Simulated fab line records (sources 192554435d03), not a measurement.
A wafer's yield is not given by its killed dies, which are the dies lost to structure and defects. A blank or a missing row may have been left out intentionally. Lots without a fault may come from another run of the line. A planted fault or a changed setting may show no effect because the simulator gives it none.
One fault through the eyes of 2 desks	flow n5-finfet	each desk has only its own numbers; what lay behind them comes last

== THE TOOL OWNER'S DESK: ald-metal-02 ==
The tool's own readings at N5_BEOL_M2_ALD_84 (deposits TaN, pulse time 2 s, purge time 3 s, co reactant purge time 2 s): means of the sampled wafers that have a number, for each lot that ran on this tool. The brackets show how far a lot's mean lies from the usual mean; more than 4 standard deviations puts the lot out of limits, marked OUT.
Columns: A = chamber-pressure-Torr at N5_BEOL_M2_ALD_84, usual 3.001 Torr; B = heater-power-w at N5_BEOL_M2_ALD_84, usual 397 W
lot	first seen here	A	B
L882	day 6 15:13	3.002	388
L883	day 7 02:44	3.002	392
L885	day 7 06:11	3.000	388
L888	day 8 05:52	3.002	397
L891	day 8 16:59	3.000	391
L892	day 9 06:07	3.006	392
L893	day 9 18:58	3.001	401
L895	day 9 19:11	3.002	387
This desk's finding: nothing out of limits on any of the 8 lots.

== METROLOGY DESK ==
What the gauges read for every lot (on any tool): the sampled wafers with a number, averaged. The brackets show how far a lot's mean lies from the usual mean; more than 4 standard deviations puts the lot out of limits, marked OUT. Only the readings that lie furthest out on some lot appear, 7 of the 11 it has.
Columns: A = DIBL_N at N5_BEOL_M4_RC_MEAS_101, usual 36.8 mV/V; B = DIBL_P at N5_BEOL_M4_RC_MEAS_101, usual 37.1 mV/V; C = IOFF_N at N5_BEOL_M4_RC_MEAS_101, usual 0.168 nA/um; D = IOFF_P at N5_BEOL_M4_RC_MEAS_101, usual 0.22 nA/um; E = ION_N at N5_BEOL_M4_RC_MEAS_101, usual 679 uA/um; F = ION_P at N5_BEOL_M4_RC_MEAS_101, usual 466 uA/um; G = VT_P at N5_BEOL_M4_RC_MEAS_101, usual -250 mV
lot	first seen here	A	B	C	D	E	F	G
L882	day 6 14:20	37.3	38.3	0.184	0.22	675	461	-251
L883	day 7 02:24	37.6	38.8	0.194	0.27	684	470	-247
L885	day 7 05:40	37.5	37.7	0.179	0.27	694	482	-245
L888	day 8 04:59	35.5	37.1	0.172	0.22	678	467	-248
L889	day 8 13:02	38.3	37.4	0.183	0.24	691	472	-246
L891	day 8 16:22	37.1	38.3	0.183	0.20	680	457	-255
L892	day 9 05:38	38.6	39.9	0.210	0.24	678	462	-251
L893	day 9 18:11	34.5	33.3	0.132	0.17	667	458	-254
L895	day 9 18:47	35.4	33.9	0.150	0.21	669	465	-250
L903	day 11 21:53	37.8	37.8	0.188	0.24	698	475	-249
This desk's finding: nothing out of limits on any of the 10 lots.

== PUT TOGETHER ==
Nothing out of limits was seen by the tool owner's desk.
From the metrology desk's view, nothing was out of limits.

== WHAT HAD BEEN PUT IN BY THE SIMULATOR ==
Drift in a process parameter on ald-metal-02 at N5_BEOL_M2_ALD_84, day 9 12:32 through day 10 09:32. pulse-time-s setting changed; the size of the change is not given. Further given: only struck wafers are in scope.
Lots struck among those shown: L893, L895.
